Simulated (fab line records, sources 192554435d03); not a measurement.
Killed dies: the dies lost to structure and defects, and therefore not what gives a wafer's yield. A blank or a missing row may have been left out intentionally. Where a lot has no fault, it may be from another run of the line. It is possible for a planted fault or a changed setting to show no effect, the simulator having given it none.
fab line records | flow n5_finfet
[record] lots = 7 wafers = 21 last_day = 19
route steps=1938 shown BEOL_M14@1730
lots that met no fault: taken from a fault-free run of the same line
start_h: hours from the record's first day to the start of the lot's first wafer shown | wait_h: hours elapsed since this lot's preceding step | " the same as in the row above | L1.1+2: a single row standing in for several wafers | - no value, or no start was given | * or withheld: withheld | < > ~ a bound
route shown NAME@n: a module of which the file shows steps, and the number in the route of the first | usual: average and standard deviation across the fault-free wafers | same: alike in all rows | chamber/n: place in a boat | sites: readings site by site | _std_site: standard deviation of those values | _edge_site: outer sites' mean less inner sites' | radius_mm: for every site, how far away it sits from the centre of the wafer | mask NAME#n: copy n | behind: the last tool/chamber to shape the wafer | hold: the reason the lot was held/the length of the hold in hours/how it ended | device: transistor that didn't switch, given as n, p or np | end of line: tests run on the same wafers once the route is complete | step lacking rows: just its recipe | killed: not the wafer's yield, but the dies lost to structure and defects at the first sort | map: per-die view of a wafer (x killed, . not killed, _ where there is no die)
set.NAME: the setting that was run; set.NAME@STEP: the one run at that earlier step | model.NAME: the simulator's own value behind a step, which no gauge read
lots at some steps of the route; a table a step, a row a wafer
services: the hour from which a tool's chamber was out of use, counted from the record's first day as start_h (under 0 if before that day), plus the number of hours and why
[[steps]]
[step N5_BEOL_M14_ETCH_59]
[recipe] chemistry = N2/H2 target = BARC target_depth_a = 890 overetch_a = 267 time_s = 67.9 ion_energy_ev = 200 pressure_mtorr = 30 source_w = 840 bias_w = 150 n2_flow_sccm = 200 h2_flow_sccm = 200
[usual] drypump_motor_current_A = 5.9/0.43 oes_product_au = 0.66/0.067 rf_vpp_V = 523.9/2.1 showerhead_plenum_p_Torr = 2.54/0.074 throttle_valve_pct = 17.87/0.15
// columns lot.wafer tool chamber start_h wait_h drypump_motor_current_A oes_product_au rf_hours_counter_h rf_vpp_V showerhead_plenum_p_Torr throttle_valve_pct
L847.2 rie_diel-01 2 261.74 0.0 6.3 0.73 59 524.2 2.58 17.92
L847.4 " 0 " " 6.4 0.65 - 526.3 2.63 18.03
L847.6 " 1 " " 5.9 0.60 - 520.6 2.39 17.73
L850.3 rie_diel-06 0 274.00 0.0 5.7 0.64 155 528.8 2.63 17.76
L850.4 " 3 " " 5.3 0.70 71 524.1 2.57 17.83
L850.5 " 0 " " 5.8 0.65 - 526.5 2.63 17.76
L854.1 rie_diel-01 2 299.02 0.0 6.3 0.71 76 524.3 2.57 17.96
L854.3 " 0 " " 6.5 0.64 186 525.7 2.63 18.06
L854.4 " 3 " " 6.1 0.80 8 522.5 2.50 17.82
L856.2 rie_diel-01 3 312.92 0.0 6.1 0.79 12 523.2 2.50 17.81
L856.4 " 1 " " 6.0 0.59 219 520.4 2.38 17.73
L856.5 " 1 " " 6.0 0.59 - 521.4 2.38 17.75
L857.3 rie_diel-03 3 317.65 0.0 6.3 0.68 124 521.3 2.44 17.53
L857.4 " 0 " " 6.1 0.58 220 522.5 2.48 18.06
L857.5 " 3 " " 6.3 0.68 - 522.0 2.44 17.53
L859.2 rie_diel-06 1 345.91 0.0 6.5 0.74 37 524.3 2.59 17.90
L859.4 " 1 " " 6.5 0.74 - 525.9 2.59 17.90
L859.6 " 3 " " 5.3 0.68 - 524.8 2.56 17.84
L868.1 rie_diel-06 3 420.95 0.0 5.3 0.65 123 523.7 2.55 17.89
L868.2 " 1 " " 6.5 0.69 71 524.0 2.58 17.98
L868.6 " 1 " " 6.5 0.70 - 524.9 2.58 17.97
[step N5_BEOL_M14_VIA_ETCH_16]
[recipe] chemistry = C4F8/O2/Ar target = SiO2 he_inner_torr = 15 he_outer_torr = 30 target_depth_a = 12313 time_s = withheld ion_energy_ev = 800 pressure_mtorr = 20 source_w = 1905 bias_w = 2040 Ar_flow_sccm = 400 C4F8_flow_sccm = 16 O2_flow_sccm = 12 ends = cleared
[usual] drypump_motor_current_A = 5.9/0.43 oes_f_703_au = 0.76/0.084 oes_product_au = 0.70/0.078 rf_vpp_V = 2207/50 showerhead_plenum_p_Torr = 3.44/0.09 throttle_valve_pct = 30.94/0.26
// columns lot.wafer tool chamber start_h wait_h drypump_motor_current_A oes_f_703_au oes_product_au rf_vpp_V showerhead_plenum_p_Torr throttle_valve_pct
L847.2 rie_diel-01 2 261.79 0.0 6.2 0.85 0.78 2220 3.49 31.08
L847.4 " 0 " " 6.5 0.72 0.67 2235 3.54 30.91
L847.6 " 1 " " 6.0 0.66 0.63 2224 3.30 30.89
L850.3 rie_diel-06 0 274.05 0.0 5.7 0.74 0.69 2127 3.58 30.93
L850.4 " 3 " " 5.3 0.75 0.72 2225 3.52 31.18
L850.5 " 0 " " 5.7 0.75 0.69 2126 3.58 30.94
L854.1 rie_diel-01 2 299.07 0.0 6.2 0.83 0.76 2218 3.48 31.11
L854.3 " 0 " " 6.5 0.71 0.65 2234 3.53 30.91
L854.4 " 3 " " 6.1 0.98 0.87 2270 3.38 30.97
L856.2 rie_diel-01 3 312.97 0.0 6.1 0.97 0.86 2271 3.37 30.99
L856.4 " 1 " " 5.9 0.65 0.61 2222 3.29 30.90
L856.5 " 1 " " 5.9 0.65 0.61 2222 3.29 30.90
L857.3 rie_diel-03 3 317.70 0.0 6.3 0.75 0.71 2208 3.31 30.42
L857.4 " 0 " " 6.1 0.72 0.61 2101 3.43 31.47
L857.5 " 3 " " 6.3 0.76 0.72 2209 3.31 30.44
L859.2 rie_diel-06 1 345.96 0.0 6.5 0.83 0.80 2262 3.51 31.03
L859.4 " 1 " " 6.5 0.83 0.79 2260 3.51 31.01
L859.6 " 3 " " 5.3 0.74 0.70 2224 3.51 31.19
L868.1 rie_diel-06 3 421.00 0.0 5.3 0.71 0.67 2223 3.49 31.21
L868.2 " 1 " " 6.5 0.78 0.74 2259 3.49 31.04
L868.6 " 1 " " 6.5 0.78 0.74 2259 3.49 31.03
[step N5_BEOL_M14_STRIP_63]
[recipe] chemistry = O2 power_w = 600 temp_c = 60 pressure_mtorr = 30 rf_frequency_hz = 6e+07 bias_power_w = 0 overash_fraction = 0.3 o2_flow_sccm = 225
[usual] drypump_motor_current_A = 5.9/0.43 oes_product_au = 0.78/0.086 rf_vpp_V = 3.6/0.99 showerhead_plenum_p_Torr = 2.09/0.064 temp_c = 60.01/0.12 throttle_valve_pct = 16.70/0.24
[same] overash_fraction = 0.3
// columns lot.wafer tool chamber start_h wait_h drypump_motor_current_A oes_product_au rf_hours_counter_h rf_vpp_V showerhead_plenum_p_Torr temp_c throttle_valve_pct
L847.2 rie_diel-01 2 - - 6.2 0.87 59 3.9 2.14 60.06 16.82
L847.4 " 0 " " 6.4 0.76 - 3.4 2.18 60.03 16.79
L847.6 " 1 " " 5.9 0.70 - 3.6 1.98 60.11 16.66
L850.3 rie_diel-06 0 - - 5.7 0.76 155 4.7 2.19 60.02 16.77
L850.4 " 3 " " 5.3 0.79 71 5.2 2.13 59.97 16.69
L850.5 " 0 " " 5.7 0.77 - 4.7 2.19 59.95 16.80
L854.1 rie_diel-01 2 - - 6.2 0.85 76 2.5 2.13 59.91 16.82
L854.3 " 0 " " 6.4 0.75 186 3.0 2.17 60.09 16.88
L854.4 " 3 " " 6.1 0.95 8 1.9 2.08 60.13 16.72
L856.2 rie_diel-01 3 - - 6.1 0.91 12 2.7 2.08 60.05 16.69
L856.4 " 1 " " 5.9 0.68 219 3.4 1.97 60.08 16.70
L856.5 " 1 " " 6.0 0.68 - 3.2 1.97 59.90 16.71
L857.3 rie_diel-03 3 - - 6.3 0.82 124 5.2 2.00 60.00 16.27
L857.4 " 0 " " 6.1 0.68 221 3.6 2.11 59.77 17.22
L857.5 " 3 " " 6.3 0.82 - 2.0 2.00 59.92 16.27
L859.2 rie_diel-06 1 - - 6.5 0.90 37 4.7 2.10 59.97 16.48
L859.4 " 1 " " 6.5 0.91 - 3.8 2.10 59.96 16.46
L859.6 " 3 " " 5.3 0.77 - 2.8 2.12 59.75 16.72
L868.1 rie_diel-06 3 - - 5.3 0.74 123 3.3 2.11 60.01 16.82
L868.2 " 1 " " 6.5 0.82 71 3.4 2.09 60.08 16.55
L868.6 " 1 " " 6.5 0.85 - 6.4 2.09 59.98 16.52
[step N5_BEOL_M14_STRIP_64]
[recipe] chemistry = O2 power_w = 600 temp_c = 60 pressure_mtorr = 30 rf_frequency_hz = 6e+07 bias_power_w = 0 overash_fraction = 0.3 o2_flow_sccm = 225
[usual] drypump_motor_current_A = 5.9/0.43 oes_product_au = 0.78/0.084 rf_vpp_V = 3.7/0.54 showerhead_plenum_p_Torr = 2.09/0.064 temp_c = 60.00/0.11 throttle_valve_pct = 16.70/0.24
[same] overash_fraction = 0.3
// columns lot.wafer tool chamber start_h wait_h drypump_motor_current_A oes_product_au rf_hours_counter_h rf_vpp_V showerhead_plenum_p_Torr temp_c throttle_valve_pct
L847.2 rie_diel-01 2 - - 6.2 0.88 59 3.5 2.14 60.05 16.81
L847.4 " 0 " " 6.5 0.77 - 3.8 2.17 59.84 16.81
L847.6 " 1 " " 5.9 0.71 - 2.8 1.98 60.07 16.67
L850.3 rie_diel-06 0 - - 5.7 0.77 155 4.2 2.19 60.01 16.78
L850.4 " 3 " " 5.3 0.79 71 2.5 2.13 60.07 16.69
L850.5 " 0 " " 5.7 0.77 - 3.5 2.19 59.92 16.78
L854.1 rie_diel-01 2 - - 6.2 0.85 76 4.3 2.13 59.87 16.83
L854.3 " 0 " " 6.5 0.74 186 2.4 2.17 60.01 16.86
L854.4 " 3 " " 6.2 0.94 8 3.2 2.08 60.04 16.69
L856.2 rie_diel-01 3 - - 6.1 0.92 12 4.1 2.07 60.14 16.71
L856.4 " 1 " " 5.9 0.68 219 2.9 1.97 59.99 16.70
L856.5 " 1 " " 5.9 0.68 - 3.9 1.97 59.92 16.70
L857.3 rie_diel-03 3 - - 6.3 0.80 124 3.7 2.00 60.10 16.26
L857.4 " 0 " " 6.1 0.68 221 4.1 2.11 60.15 17.26
L857.5 " 3 " " 6.3 0.81 - 3.4 2.00 59.89 16.27
L859.2 rie_diel-06 1 - - 6.5 0.89 37 3.9 2.11 60.17 16.46
L859.4 " 1 " " 6.5 0.90 - 3.4 2.11 59.93 16.46
L859.6 " 3 " " 5.3 0.77 - 4.8 2.12 59.96 16.75
L868.1 rie_diel-06 3 - - 5.3 0.74 123 3.5 2.11 60.00 16.80
L868.2 " 1 " " 6.5 0.84 71 3.8 2.09 60.06 16.52
L868.6 " 1 " " 6.5 0.84 - 3.5 2.09 59.91 16.52
[step N5_BEOL_M14_STRIP_71]
[recipe] chemistry = post_etch_residue_remover time_s = 60 temp_c = 25 remover_ph = withheld remover_water_wt_pct = withheld remover_fluoride_wt_pct = withheld
[step N5_BEOL_M14_SRD_72]
[recipe] time_s = 30 temp_c = 23 rinse_liquid = diw dry = n2_spin spin_rpm = 1500 dry_time_s = 30
[step N5_BEOL_M14_CD_MEAS_17]
[recipe] target_cd_nm = 250 polarity = opening
[usual] cd_nm = 250/3.3
// columns lot.wafer tool chamber start_h wait_h cd_nm
L847.2 cd_sem-01 - 262.14 0.0 249
L847.4 " - " " 248
L847.6 " - " " 245
L850.3 cd_sem-01 - 274.40 0.0 248
L850.4 " - " " 251
L850.5 " - " " 246
L854.1 cd_sem-01 - 299.42 0.0 248
L854.3 " - " " 247
L854.4 " - " " 248
L856.2 cd_sem-03 - 313.32 0.0 251
L856.4 " - " " 253
L856.5 " - " " 248
L857.3 cd_sem-01 - 318.05 0.0 254
L857.4 " - " " 255
L857.5 " - " " 255
L859.2 cd_sem-01 - 346.31 0.0 248
L859.4 " - " " 247
L859.6 " - " " 251
L868.1 cd_sem-01 - 421.35 0.0 254
L868.2 " - " " 251
L868.6 " - " " 251
[step N5_BEOL_M14_COAT_65]
[recipe] resist = SOC temp_c = 250 time_s = 60 spin_rpm = 1500 resist_thk_nm = 450
[step N5_BEOL_M14_COAT_66]
[recipe] resist = SiARC temp_c = 220 time_s = 60 spin_rpm = 1500 resist_thk_nm = 110
[step N5_BEOL_M14_COAT_22]
[recipe] spin_rpm = 2888 resist_thk_nm = 300
[step N5_BEOL_M14_EBR_24]
[recipe] solvent = PGMEA ebr_width_mm = 1.5
[step N5_BEOL_M14_SOFTBAKE_23]
[recipe] temp_c = 130 time_s = 60
[step N5_BEOL_M14_EXPOSE_25]
[recipe] mask_id = M14 na = 0.8 source_shape = annular sigma_inner = 0.5 sigma_outer = 0.8 polarization = unpolarized target_cd_nm = 280 dose_mj = 26.6
// columns lot.wafer tool chamber start_h wait_h mask model.BEOL_M14.overlay_x_nm
L847.2+4+6 krf_scanner-02 0 262.43 - M14#0 2.8
L850.3+4+5 krf_scanner-02 0 274.56 - M14#0 6.8
L854.1+3+4 krf_scanner-02 0 299.58 - M14#0 29.6
L856.2+4+5 krf_scanner-02 0 313.48 - M14#0 26.6
L857.3+4+5 krf_scanner-02 0 318.22 - M14#0 31.8
L859.2+4+6 krf_scanner-01 0 346.60 - M14#0 -2.4
L868.1+2+6 krf_scanner-01 0 421.50 - M14#0 1.8
[step N5_BEOL_M14_PEB_26]
[recipe] peb_temp_c = 130 peb_time_s = 90
[step N5_BEOL_M14_DEVELOP_27]
[recipe] develop_time_s = 45 rinse_liquid = diw dry = air_spin dev_temp_c = 21
[step N5_BEOL_M14_HARDBAKE_32]
[recipe] temp_c = 130 time_s = 120
[step N5_BEOL_M14_CD_MEAS_28]
[recipe] target_cd_nm = 284.4 landing_energy_ev = 500 detector = se_inlens
[usual] cd_nm = 282.1/2
// columns lot.wafer tool chamber start_h wait_h cd_nm
L847.2 cd_sem-02 0 262.59 - 281.6
L847.4 " 0 " " 279.4
L847.6 " 0 " " 281.4
L850.3 cd_sem-01 0 274.72 - 281.8
L850.4 " 0 " " 281.8
L850.5 " 0 " " 282.3
L854.1 cd_sem-01 0 299.75 - 282.7
L854.3 " 0 " " 278.7
L854.4 " 0 " " 282.2
L856.2 cd_sem-03 0 313.65 - 280.9
L856.4 " 0 " " 280.2
L856.5 " 0 " " 281.7
L857.3 cd_sem-01 0 318.38 - 281.3
L857.4 " 0 " " 278.3
L857.5 " 0 " " 280.2
L859.2 cd_sem-01 0 346.77 - 279.7
L859.4 " 0 " " 281.9
L859.6 " 0 " " 279.9
L868.1 cd_sem-02 0 421.67 - 284.9
L868.2 " 0 " " 284.0
L868.6 " 0 " " 281.5
[step N5_BEOL_M14_OVL_MEAS_29]
[recipe] points_per_wafer = 44
[usual] M14_OVL = 0/5.6
// columns lot.wafer tool chamber start_h wait_h M14_OVL[nm]
L847.2 overlay-02 0 262.62 0.0 2
L847.4 " 0 " " 2
L847.6 " 0 " " 2
L850.3 overlay-01 0 274.75 0.0 5
L850.4 " 0 " " 12
L850.5 " 0 " " 6
L854.1 overlay-02 0 299.78 0.0 35
L854.3 " 0 " " 33
L854.4 " 0 " " 33
L856.2 overlay-02 0 313.68 0.0 24
L856.4 " 0 " " 28
L856.5 " 0 " " 27
L857.3 overlay-02 0 318.41 0.0 33
L857.4 " 0 " " 29
L857.5 " 0 " " 29
L859.2 overlay-01 0 346.80 0.0 3
L859.4 " 0 " " 3
L859.6 " 0 " " 4
L868.1 overlay-01 0 421.70 0.0 1
L868.2 " 0 " " 1
L868.6 " 0 " " -3
[step N5_BEOL_M14_INSPECT_30]
[recipe] mode = adi inspect_instrument = macro
[usual] raw_defect_count = 2.1/1.4
// columns lot.wafer tool chamber start_h wait_h raw_defect_count
L847.2 defect_inspect-01 - 262.65 0.0 6
L847.4 " - " " 4
L847.6 " - " " 3
L850.3 defect_inspect-02 - 274.78 0.0 2
L850.4 " - " " 2
L850.5 " - " " 1
L854.1 defect_inspect-02 - 299.80 0.0 2
L854.3 " - " " 3
L854.4 " - " " 2
L856.2 defect_inspect-01 - 313.70 0.0 0
L856.4 " - " " 2
L856.5 " - " " 0
L857.3 defect_inspect-02 - 318.43 0.0 1
L857.4 " - " " 0
L857.5 " - " " 2
L859.2 defect_inspect-02 - 346.82 0.0 3
L859.4 " - " " 4
L859.6 " - " " 3
L868.1 defect_inspect-02 - 421.73 0.0 2
L868.2 " - " " 1
L868.6 " - " " 2
[[services]]
// columns tool chamber start_h hours kind
krf_scanner-02 - 249.88 0.3 repair
krf_scanner-01 - 251.16 1.0 pm
rie_diel-01 3 255.63 - clean
rie_diel-01 3 255.63 - consumable_replace:focus_ring
rie_diel-01 3 255.63 20.5 scheduled_down
rie_diel-01 3 255.63 20.5 vent_cycle
krf_scanner-02 - 280.19 1.0 pm
krf_scanner-01 - 299.52 0.4 repair
krf_scanner-01 - 303.47 0.8 pm
krf_scanner-01 - 307.28 1.3 pm
rie_diel-06 3 307.81 6.7 repair
rie_diel-01 3 330.01 15.9 repair
krf_scanner-01 - 336.40 4.4 pm
rie_diel-06 2 338.04 - clean
rie_diel-06 2 338.04 - consumable_replace:focus_ring
rie_diel-06 2 338.04 18.1 scheduled_down
rie_diel-01 0 343.02 22.2 repair
rie_diel-06 2 359.48 33.0 repair
krf_scanner-02 - 377.24 0.8 pm
krf_scanner-01 - 389.51 4.0 pm
rie_diel-01 3 402.61 1.9 repair
rie_diel-06 3 402.89 5.8 repair
krf_scanner-01 - 405.04 1.1 repair
rie_diel-06 2 409.65 23.8 repair
[[key]]
[first_sign] step = N5_BEOL_M14_OVL_MEAS_29 reading = M14_OVL direction = up sigmas = 5.4 usual = 0 struck = 30
effect none on later readings
[model_effect] step = N5_BEOL_M14_EXPOSE_25 value = BEOL_M14.overlay_x_nm without = -0.4 struck = 29.33
met_at N5_BEOL_M14_EXPOSE_25
struck_wafers L854.1,L854.3,L854.4,L856.2,L856.4,L856.5,L857.3,L857.4,L857.5
onset_between 274.56 299.58
[fault] kind = scanner_matching_overlay tool = krf_scanner-02 chamber = - onset_h = 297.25 steps = N5_BEOL_M14_EXPOSE_25 offset = 29.69
